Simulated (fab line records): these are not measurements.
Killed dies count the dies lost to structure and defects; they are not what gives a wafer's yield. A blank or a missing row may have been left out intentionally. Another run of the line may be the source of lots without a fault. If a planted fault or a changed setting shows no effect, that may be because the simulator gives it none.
Matching of chambers / flow nand-harc / NHARC_P_M0_ETCH_34 on rie-diel-05 has 4 sister chambers
The step etches the open film in N2/H2, target depth 40 nm, overetch 12 nm, time 43.94 s. 4 wafers are shown with their chamber, then 8 later ones without.

## WAFERS PAIRED WITH THEIR CHAMBERS
wafer=L284.3; chamber=0; showerhead-plenum-p-Torr (Torr)=2.01
wafer=L286.4; chamber=1; showerhead-plenum-p-Torr (Torr)=2.16
wafer=L286.5; chamber=3; showerhead-plenum-p-Torr (Torr)=1.98
wafer=L288.2; chamber=2; showerhead-plenum-p-Torr (Torr)=2.05

## WAFERS WITH NO CHAMBER GIVEN
wafer=L288.3; showerhead-plenum-p-Torr (Torr)=2.16
wafer=L288.5; showerhead-plenum-p-Torr (Torr)=1.97
wafer=L289.3; showerhead-plenum-p-Torr (Torr)=2.16
wafer=L289.4; showerhead-plenum-p-Torr (Torr)=2.05
wafer=L289.5; showerhead-plenum-p-Torr (Torr)=2.01
wafer=L291.2; showerhead-plenum-p-Torr (Torr)=2.04
wafer=L291.4; showerhead-plenum-p-Torr (Torr)=2.16
wafer=L291.6; showerhead-plenum-p-Torr (Torr)=1.97

## CHAMBER TAKEN BY EACH
wafer=L288.3; from the rows above=1; in truth=1
wafer=L288.5; from the rows above=3; in truth=3
wafer=L289.3; from the rows above=1; in truth=1
wafer=L289.4; from the rows above=2; in truth=2
wafer=L289.5; from the rows above=0; in truth=0
wafer=L291.2; from the rows above=2; in truth=2
wafer=L291.4; from the rows above=1; in truth=1
wafer=L291.6; from the rows above=3; in truth=3
Correctly placed: 8 of 8. From these rows, 0 cannot be placed. Wrongly placed: 0.
How it was worked out, from the rows above alone: a wafer's distance from a chamber is the root of the sum, over the readings, of the square of ((its reading less the chamber's mean) divided by the reading's scatter). The wafer belongs to the nearest chamber; if the next one is less than 2 further off, it can't be placed. A chamber's mean is the mean of its shown wafers. The scatter (one wafer shown for each chamber): square how far every hidden wafer sits from the nearest shown wafer, average those squares and take the square root.
